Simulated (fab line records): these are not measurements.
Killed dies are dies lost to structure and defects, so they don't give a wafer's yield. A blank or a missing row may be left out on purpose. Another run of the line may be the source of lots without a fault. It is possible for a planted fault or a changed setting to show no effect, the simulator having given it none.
Matching of chambers :: flow n5-finfet :: N5_BEOL_M2_ETCH_69 on rie-diel-04 has 4 sister chambers
The step etches SiARC in CF4, target depth 15.6 nm, time 26 s. 8 wafers are shown with their chamber, then 7 later ones without.

== EACH WAFER AND ITS CHAMBER ==
wafer: L074.4
chamber: 2
showerhead-plenum-p-Torr (Torr): 2.20
drypump-motor-current-A (A): 5.39

wafer: L075.3
chamber: 2
showerhead-plenum-p-Torr (Torr): 2.20
drypump-motor-current-A (A): 5.40

wafer: L075.4
chamber: 1
showerhead-plenum-p-Torr (Torr): 2.08
drypump-motor-current-A (A): 5.92

wafer: L082.6
chamber: 0
showerhead-plenum-p-Torr (Torr): 2.10
drypump-motor-current-A (A): 5.83

wafer: L090.3
chamber: 1
showerhead-plenum-p-Torr (Torr): 2.08
drypump-motor-current-A (A): 5.89

wafer: L090.6
chamber: 3
showerhead-plenum-p-Torr (Torr): 2.20
drypump-motor-current-A (A): 5.23

wafer: L093.2
chamber: 3
showerhead-plenum-p-Torr (Torr): 2.20
drypump-motor-current-A (A): 5.23

wafer: L093.3
chamber: 0
showerhead-plenum-p-Torr (Torr): 2.09
drypump-motor-current-A (A): 5.87

== WAFERS WITH NO CHAMBER GIVEN ==
wafer: L093.6
showerhead-plenum-p-Torr (Torr): 2.09
drypump-motor-current-A (A): 5.86

wafer: L094.2
showerhead-plenum-p-Torr (Torr): 2.09
drypump-motor-current-A (A): 5.85

wafer: L094.3
showerhead-plenum-p-Torr (Torr): 2.07
drypump-motor-current-A (A): 5.87

wafer: L094.4
showerhead-plenum-p-Torr (Torr): 2.20
drypump-motor-current-A (A): 5.23

wafer: L096.1
showerhead-plenum-p-Torr (Torr): 2.20
drypump-motor-current-A (A): 5.24

wafer: L096.2
showerhead-plenum-p-Torr (Torr): 2.19
drypump-motor-current-A (A): 5.39

wafer: L096.5
showerhead-plenum-p-Torr (Torr): 2.07
drypump-motor-current-A (A): 5.88

== THE CHAMBER EACH PASSED THROUGH ==
wafer: L093.6
from the rows above: 0
in truth: 0

wafer: L094.2
from the rows above: 0
in truth: 0

wafer: L094.3
from the rows above: 1
in truth: 1

wafer: L094.4
from the rows above: 3
in truth: 3

wafer: L096.1
from the rows above: 3
in truth: 3

wafer: L096.2
from the rows above: 2
in truth: 2

wafer: L096.5
from the rows above: 1
in truth: 1
Correctly placed: 7 of 7. Left unplaced by these rows: 0. Placed wrongly: 0.
How it was worked out, from the rows above alone: a wafer's distance from a chamber is the root of the sum, over the readings, of the square of ((its reading less the chamber's mean) divided by the reading's scatter). The wafer belongs to the nearest chamber; if the next one is less than 2 further off, it can't be placed. Each chamber's mean is taken over the wafers shown for it. The scatter: take each reading less its chamber's mean, square it, sum over the shown wafers, divide by the number of wafers less the number of chambers, and take the root.
